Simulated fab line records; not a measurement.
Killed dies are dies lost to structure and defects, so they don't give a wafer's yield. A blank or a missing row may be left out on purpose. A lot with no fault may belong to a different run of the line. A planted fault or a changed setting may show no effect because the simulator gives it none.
Matching of chambers :: flow nand harc :: pecvd-02 running NHARC_A_M1_DEP_33: 3 sister chambers
The step deposits SiCN, target thk 30 nm. 16 wafers are shown with their chamber, then 8 later ones without.

## WAFERS PAIRED WITH THEIR CHAMBERS
wafer: L076.3
chamber: 2
heater power w (W): 589
chamber pressure Torr (Torr): 2.991
rf fwd power W (W): 449.8

wafer: L076.4
chamber: 1
heater power w (W): 541
chamber pressure Torr (Torr): 3.003
rf fwd power W (W): 447.2

wafer: L076.5
chamber: 0
heater power w (W): 516
chamber pressure Torr (Torr): 2.999
rf fwd power W (W): 449.1

wafer: L078.3
chamber: 1
heater power w (W): 471
chamber pressure Torr (Torr): 3.007
rf fwd power W (W): 451.6

wafer: L078.5
chamber: 2
heater power w (W): 600
chamber pressure Torr (Torr): 3.008
rf fwd power W (W): 450.6

wafer: L078.6
chamber: 0
heater power w (W): 627
chamber pressure Torr (Torr): 3.003
rf fwd power W (W): 451.2

wafer: L077.1
chamber: 0
heater power w (W): 581
chamber pressure Torr (Torr): 3.000
rf fwd power W (W): 450.2

wafer: L077.3
chamber: 2
heater power w (W): 502
chamber pressure Torr (Torr): 3.004
rf fwd power W (W): 449.4

wafer: L077.5
chamber: 2
heater power w (W): 492
chamber pressure Torr (Torr): 3.002
rf fwd power W (W): 448.7

wafer: L081.1
chamber: 2
heater power w (W): 589
chamber pressure Torr (Torr): 3.002
rf fwd power W (W): 449.8

wafer: L081.2
chamber: 1
heater power w (W): 482
chamber pressure Torr (Torr): 2.988
rf fwd power W (W): 451.2

wafer: L081.4
chamber: 0
heater power w (W): 593
chamber pressure Torr (Torr): 3.021
rf fwd power W (W): 447.0

wafer: L080.4
chamber: 0
heater power w (W): 681
chamber pressure Torr (Torr): 3.003
rf fwd power W (W): 449.2

wafer: L080.5
chamber: 1
heater power w (W): 549
chamber pressure Torr (Torr): 2.991
rf fwd power W (W): 450.8

wafer: L080.6
chamber: 2
heater power w (W): 564
chamber pressure Torr (Torr): 3.001
rf fwd power W (W): 449.2

wafer: L084.2
chamber: 1
heater power w (W): 543
chamber pressure Torr (Torr): 2.996
rf fwd power W (W): 446.4

SIGNATURES, as means of the wafers listed above
reading: heater power w
chamber 0: 599.60
chamber 1: 517.20
chamber 2: 556.00
scatter within a chamber: 49.3

reading: chamber pressure Torr
chamber 0: 3.00520
chamber 1: 2.99700
chamber 2: 3.00133
scatter within a chamber: 0.00754

reading: rf fwd power W
chamber 0: 449.340
chamber 1: 449.440
chamber 2: 449.583
scatter within a chamber: 1.66
Rule: distance of a wafer from a chamber = root of the sum over the readings of ((wafer's reading minus chamber's mean) / reading's scatter) squared. The wafer belongs to the nearest chamber; if the next one is less than 2 further off, it can't be placed. The scatter is the square root of a quotient: the sum, over the shown wafers, of each reading's squared deviation from its chamber's mean, divided by wafers minus chambers.

## WAFERS MISSING THEIR CHAMBER
wafer: L084.4
heater power w (W): 649
chamber pressure Torr (Torr): 2.997
rf fwd power W (W): 449.8

wafer: L084.6
heater power w (W): 612
chamber pressure Torr (Torr): 3.002
rf fwd power W (W): 445.6

wafer: L089.1
heater power w (W): 684
chamber pressure Torr (Torr): 3.000
rf fwd power W (W): 447.1

wafer: L089.2
heater power w (W): 587
chamber pressure Torr (Torr): 3.002
rf fwd power W (W): 446.2

wafer: L089.4
heater power w (W): 519
chamber pressure Torr (Torr): 3.006
rf fwd power W (W): 450.5

wafer: L093.4
heater power w (W): 537
chamber pressure Torr (Torr): 2.998
rf fwd power W (W): 448.9

wafer: L093.5
heater power w (W): 598
chamber pressure Torr (Torr): 2.999
rf fwd power W (W): 449.7

wafer: L093.6
heater power w (W): 581
chamber pressure Torr (Torr): 2.998
rf fwd power W (W): 450.6

## CHAMBER TAKEN BY EACH
wafer: L084.4
from the rows above: can't be placed: 0 or 2 or 1
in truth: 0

wafer: L084.6
from the rows above: can't be placed: 0 or 2 or 1
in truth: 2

wafer: L089.1
from the rows above: can't be placed: 0 or 2 or 1
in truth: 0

wafer: L089.2
from the rows above: can't be placed: 0 or 2 or 1
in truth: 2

wafer: L089.4
from the rows above: can't be placed: 2 or 1 or 0
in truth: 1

wafer: L093.4
from the rows above: can't be placed: 1 or 2 or 0
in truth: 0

wafer: L093.5
from the rows above: can't be placed: 0 or 2 or 1
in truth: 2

wafer: L093.6
from the rows above: can't be placed: 2 or 0 or 1
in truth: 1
Correctly placed: 0 of 8. Unplaceable from these rows: 8, with the true chamber sitting among the candidates in 8. 0 placed wrongly.
